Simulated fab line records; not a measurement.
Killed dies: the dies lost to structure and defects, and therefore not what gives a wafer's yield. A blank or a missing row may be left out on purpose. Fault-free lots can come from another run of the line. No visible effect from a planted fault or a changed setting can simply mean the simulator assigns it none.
Which tool was responsible?	flow n5 finfet	27 wafers from 10 lots sampled at 4 of the route's 1938 steps

## WHAT EACH GAUGE READ, for each wafer
N5_BEOL_M0_RS_MEAS_126: uses a four-point probe to measure.
lot	measured	on	M0_RS (ohm/sq)
L368	day 6 10:27	film metro-02	0.513 0.527 0.505
L370	day 6 15:22	film metro-02	0.517 0.526 0.523
L374	day 7 14:23	film metro-02	0.528 0.521 0.526
L376	day 8 06:22	film metro-02	0.528 0.521 0.512
L378	day 8 13:31	film metro-02	0.535 0.507 0.519
L379	day 9 06:31	film metro-01	0.563 0.536 0.538
L381	day 9 13:07	film metro-01	0.537 0.552 0.527
L384	day 10 09:27	film metro-01	0.526 0.723
L387	day 10 19:49	film metro-01	0.542 0.712
L388	day 11 07:07	film metro-02	0.770 0.831

## EACH LOT AND THE TOOL THAT RAN IT (in order: tool; ch and the chambers of the sampled wafers; start)
lot	N5_BEOL_M0_SAQP_ILD_DEP_01	N5_BEOL_M0_DEGAS_112	N5_BEOL_M0_SURFACE_TREAT_137
L368	pecvd-02 ch 0,1,2, day 5 15:47	pvd sputter-03, day 6 06:42	pvd sputter-02, day 6 07:10
L370	pecvd-01 ch 1,2, day 6 03:32	pvd sputter-01, day 6 13:28	pvd sputter-02, day 6 13:47
L374	pecvd-02 ch 0,1,2, day 6 23:07	pvd sputter-03, day 7 11:46	pvd sputter-02, day 7 12:10
L376	pecvd-02 ch 0,1, day 7 18:22	pvd sputter-02, day 8 04:20	pvd sputter-01, day 8 04:43
L378	pecvd-02 ch 1,2, day 7 21:22	pvd sputter-03, day 8 11:31	pvd sputter-02, day 8 11:52
L379	pecvd-02 ch 0,1, day 8 08:53	pvd sputter-03, day 9 04:31	pvd sputter-01, day 9 04:53
L381	pecvd-04 ch 0,2, day 9 00:05	pvd sputter-03, day 9 11:06	pvd sputter-03, day 9 11:28
L384	pecvd-02 ch 1,2, day 9 18:14	pvd sputter-03, day 10 07:01	pvd sputter-03, day 10 07:25
L387	pecvd-02 ch 2, day 10 06:59	pvd sputter-03, day 10 17:40	pvd sputter-03, day 10 18:05
L388	pecvd-02 ch 1,2, day 10 16:02	pvd sputter-02, day 11 04:46	pvd sputter-03, day 11 05:08
- N5_BEOL_M0_SAQP_ILD_DEP_01: deposits SiOC from DEMS/O2, target thk 45.419 nm, time 8.7 s.
- N5_BEOL_M0_DEGAS_112: time 60 s.
- N5_BEOL_M0_SURFACE_TREAT_137

## THE ANSWER, worked out from the rows above alone
Rule: usual is defined by the lots themselves. Put in order of their means at a reading, lots are off if they are a third of the lots or fewer, leave a main group of 4 or more, and stand apart from it by a gap of 3 or more times the standard deviation of the main group's means; of several such gaps the widest counts. Not used: any main group whose means are identical at the precision the tables above print for the reading. Also off: a lot with no number at a reading for which 4 or more lots have one. All remaining lots with rows at the step are treated as sound.
Off: L384, L387, L388, seen at N5_BEOL_M0_RS_MEAS_126 (M0_RS). The main group has a mean of 0.527 ohm/sq with a standard deviation of 0.01.
If a tool, at a process step before that reading, ran all the lots that are off and no sound lot after the first of them, it fits. Those tools and the gauges at N5_BEOL_M0_RS_MEAS_126 are tried in the same way. 2 tools fit, pecvd-02 at N5_BEOL_M0_SAQP_ILD_DEP_01 and pvd sputter-03 at N5_BEOL_M0_SURFACE_TREAT_137, so this cannot tell which one it is.

## WHAT WAS PUT IN BY THE SIMULATOR
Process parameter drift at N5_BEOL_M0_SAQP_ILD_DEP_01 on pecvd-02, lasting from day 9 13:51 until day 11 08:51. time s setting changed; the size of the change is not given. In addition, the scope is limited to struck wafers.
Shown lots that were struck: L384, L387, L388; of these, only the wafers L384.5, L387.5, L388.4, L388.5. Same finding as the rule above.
